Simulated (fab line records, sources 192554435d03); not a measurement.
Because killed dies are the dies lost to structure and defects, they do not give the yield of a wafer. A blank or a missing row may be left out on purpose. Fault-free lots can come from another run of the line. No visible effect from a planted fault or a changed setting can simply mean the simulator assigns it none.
Problem report, 8D (eight disciplines) form, completed by code || flow n5Finfet || the parts of the form that need people (team, actions taken, sign-off) are left out

## 1. WHAT WENT WRONG
Mean of spinSpeedRpm at N5_BEOL_M12_COAT_65: 1458.3 rpm across 6 wafers in 2 lots; on wafers with no fault it is 1500.1 rpm (standard deviation 0.73). That is -57 standard deviations from the usual mean.
The step: time 60 s, resist thk 300 nm.
The first sign was on wafer L333.2 at day 11 18:39, on lithoTrack-04. The record holds 33 wafers of 11 lots with a number at this step. Rule for "out" (also "out of limits"): further than 4 standard deviations from the usual mean. The rest of the wafers with a number are treated as sound.

## 2. WHAT IT IS; WHAT IT IS NOT
{"question": "which readings at this step", "is": "spinSpeedRpm", "is not": "chillPlateTempC"}
{"question": "which lots", "is": "L333, L334", "is not": "L329, L331, L332, L339, L346, L347, L349, L351, L352"}
{"question": "which wafers of those lots", "is": "all that have a number", "is not": "-"}
{"question": "read on which tools", "is": "lithoTrack-04", "is not": "lithoTrack-03, lithoTrack-05"}
{"question": "when", "is": "from day 11 18:39", "is not": "up to then (9 sound wafers); but 18 sound wafers of L339, L346, L347, L349, L351, L352 came after"}

## 3. SUSPECTS, AND WHAT RULES EACH OUT
Counting: a tool stays on the suspect list if, at a process step up to the reading, it processed all lots that are out and no sound lot following the first of them.
- lithoTrack-04 at N5_BEOL_M12_COAT_65 (time 60 s, resist thk 300 nm): ruled out as a lasting fault. Sound lots L349, L352 ran on it after its first lot that is out, L333 (day 11 18:39).
Left after counting: nothing in the record.

## 4. THE CAUSE (what the simulator had put in)
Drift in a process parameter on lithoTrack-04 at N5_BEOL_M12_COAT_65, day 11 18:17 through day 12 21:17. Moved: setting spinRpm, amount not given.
Counting ruled it out, wrongly.

## 5. THE EFFECT CHAIN, in route order
One row per reading whose mean, taken over the struck wafers that have a number, lies over 3 standard deviations from the usual. Scope: only readings with a usual standard deviation given in the record; hours: median across lots of the time from each lot's start at the first step in this table that gives one to its start at this step; sigmas: change in usual standard deviations.
{"hours": 0, "step": "N5_BEOL_M12_COAT_65", "reading": "spinSpeedRpm", "usual": "1500.1 rpm", "on struck wafers": 1458.3, "change": -41.8, "sigmas": -57}
Here are the process steps it includes:
- N5_BEOL_M12_COAT_65: time 60 s, resist thk 300 nm.

## 6. WHAT WOULD HAVE CAUGHT IT SOONER
The fault began at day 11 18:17; the first out-of-limits reading in this record came at day 11 18:39, 0 hours later.
